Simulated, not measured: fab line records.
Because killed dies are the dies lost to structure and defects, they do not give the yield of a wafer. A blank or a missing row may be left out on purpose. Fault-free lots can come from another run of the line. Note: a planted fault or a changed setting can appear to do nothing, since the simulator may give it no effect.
Comparing a struck lot with a sound one	flow nandHarc	14 out of 1302 route steps
Sound: wafers L451.1, L451.3, L451.6. Struck: wafer L440.2. (L440.4, L440.6 of the same lot were not struck and are left out.) The cause comes at the end.
Order at every step that has rows: each side's tool, ch and its chambers, its first start. Under that, the readings that differ: sound wafers	struck wafers	difference of the means	sigmas: that difference in standard deviations of wafers without a fault.
alike: readings whose means differ by less than 2 such deviations, and words and numbers that are the same on both sides. not compared: withheld readings, readings that some wafer has no value for, bounds like >300 that may hide the same value, and numbers for which the record gives no deviation and whose values overlap.
The two part at a step that has a row with sigmas, a row that says differs or no value, or rows on one side only. Non-overlapping numbers with no deviation appear without sigmas and do not part them. A reading missing from all wafers of one side parts the sides only when that side holds two or more wafers.

NHARC_A_BLC_DESCUM_15: chemistry O2, time 3 s.
  sound on rieDiel-01 ch 1,2,3, day 28 06:02; struck on rieDiel-11 ch 1, day 23 23:35
reading	sound	struck	difference	sigmas
oesProductAu (a.u.)	1.005 1.012 0.988	0.979	-0.023	-3
  alike: drypumpMotorCurrentA, o2FlowSccm, rfVppV, showerheadPlenumPTorr, throttleValvePct
  not compared: rfHoursCounterH
then, 3 steps without rows for these wafers: NHARC_A_BLC_ETCH_16 (etches the open film in CF4, target depth 39 nm, time 65 s); NHARC_A_BLC_ETCH_17 (etches the open film in N2/H2, target depth 390 nm, time 609.38 s); NHARC_A_BLC_ETCH_18 (etches the open film in C4F8/O2/Ar, target depth 910 nm).
NHARC_A_BLC_CD_MEAS_19:
  sound on cdSem-03 at day 28 07:01; struck on cdSem-01 at day 24 01:05
  alike: cdNm
NHARC_A_BLC_STRIP_29: strips in CF4.
  sound on rieDiel-12 ch 1,2,3, day 28 07:05; struck on rieDiel-11 ch 0, day 24 01:11
  alike: drypumpMotorCurrentA, oesProductAu, rfVppV, showerheadPlenumPTorr, throttleValvePct
  not compared: rfHoursCounterH
then, 2 steps without rows for these wafers: NHARC_A_BLC_STRIP_21 (strips in O2); NHARC_A_BLC_STRIP_22 (strips in post etch residue remover, time 600 s).
NHARC_A_BLC_DEGAS_30: time 60 s.
  sound on pvdSputter-02 at day 28 07:37; struck on pvdSputter-03 at day 24 01:49
  alike: heaterPowerW
then, 1 step without rows for these wafers: NHARC_A_BLC_PRE_CLEAN_31 (time 15 s).
NHARC_A_BLC_PVD_32: deposits Ti, target thk 5 nm, time 17.7 s.
  sound on pvdSputter-02; struck on pvdSputter-03
  alike: throttleValvePct
NHARC_A_BLC_ALD_23: deposits TiN, target thk 3 nm, pulse time 1 s, ald cycles 150.
  sound on aldMetal-01 ch 0,2,3, day 28 07:52; struck on aldMetal-03 ch 1, day 24 02:04
  alike: heaterPowerW, precursorPulseHeightRel
NHARC_A_BLC_CVD_24: deposits W, target thk 150 nm, time 434 s.
  sound on cvdW-01 ch 0,1, day 28 08:08; struck on cvdW-02 ch 0, day 24 02:20
reading	sound	struck	difference	sigmas
heaterPowerW (W)	435 416 420	523	+99	+3
  alike: throttleValvePct
NHARC_A_BLC_CMP_25: polishes, t overpolish 30 s, target thk 150 nm.
  sound on cmp-03 ch 0,2, day 28 08:35; struck on cmp-04 ch 2, day 24 02:53
reading	sound	struck	difference	sigmas
timeToEndpointS (s)	24.9 31.1 30.2	8.9	-19.8	-7
  alike: motorCurrentA, overpolishRunS

WHERE THEY PART
Last at NHARC_A_BLC_CMP_25 as far as this record goes, first at NHARC_A_BLC_DESCUM_15.

WHY: what the simulator had put in
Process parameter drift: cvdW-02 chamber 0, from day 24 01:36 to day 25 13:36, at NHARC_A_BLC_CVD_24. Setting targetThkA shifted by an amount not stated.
